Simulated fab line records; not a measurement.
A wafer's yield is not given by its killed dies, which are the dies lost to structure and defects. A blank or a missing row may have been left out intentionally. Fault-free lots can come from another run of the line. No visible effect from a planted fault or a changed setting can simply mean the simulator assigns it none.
Chamber matching ; flow nand harc ; 4 sister chambers for NHARC_A_CONTACT_ALD_18 on ald metal-04
The step deposits TiN, target thk 3 nm, pulse time 1 s, ald cycles 150. 14 wafers are shown with their chamber, then 7 later ones without.

EACH WAFER AND ITS CHAMBER
wafer;chamber;heater power w (W);precursor pulse height rel
L077.1;3;1042;0.982
L077.5;3;1032;1.001
L077.6;2;1004;1.003
L080.3;2;981;1.010
L080.5;1;1063;0.973
L080.6;0;1159;0.971
L081.4;1;1078;1.006
L081.5;2;988;1.019
L081.6;3;1035;1.006
L086.1;0;1172;1.012
L086.2;1;1099;0.994
L086.6;0;1156;0.983
L088.2;1;1100;0.996
L088.4;2;989;0.995

SIGNATURES (averages over the wafers above)
reading;chamber 0;chamber 1;chamber 2;chamber 3;scatter within a chamber
heater power w;1162.33;1085.00;990.50;1036.33;12
precursor pulse height rel;0.98867;0.99225;1.00675;0.99633;0.0145
Rule: a wafer lies at a distance from a chamber equal to the root of the sum of squares, over the readings, of (its reading less the chamber's mean, divided by the reading's scatter). If the next closest chamber is less than 2 further off than the closest, the wafer can't be placed; otherwise it belongs to the closest. The scatter is the square root of a quotient: the sum, over the shown wafers, of each reading's squared deviation from its chamber's mean, divided by wafers minus chambers.

WAFERS WHOSE CHAMBER IS MISSING
wafer;heater power w (W);precursor pulse height rel
L088.5;1206;0.972
L093.1;1028;0.988
L093.2;995;0.984
L093.4;1120;1.007
L094.2;1217;1.014
L094.5;1078;1.055
L094.6;1242;1.002

WHICH CHAMBER EACH WENT THROUGH
wafer;from the rows above;in truth
L088.5;0;0
L093.1;3;3
L093.2;can't be placed: 2 or 3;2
L093.4;can't be placed: 1 or 0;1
L094.2;0;0
L094.5;can't be placed: 1 or 3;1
L094.6;0;0
Correct placement for 4 of the 7. Not placeable from these rows: 3 (in 3, the candidates include the true chamber). Wrongly placed: 0.
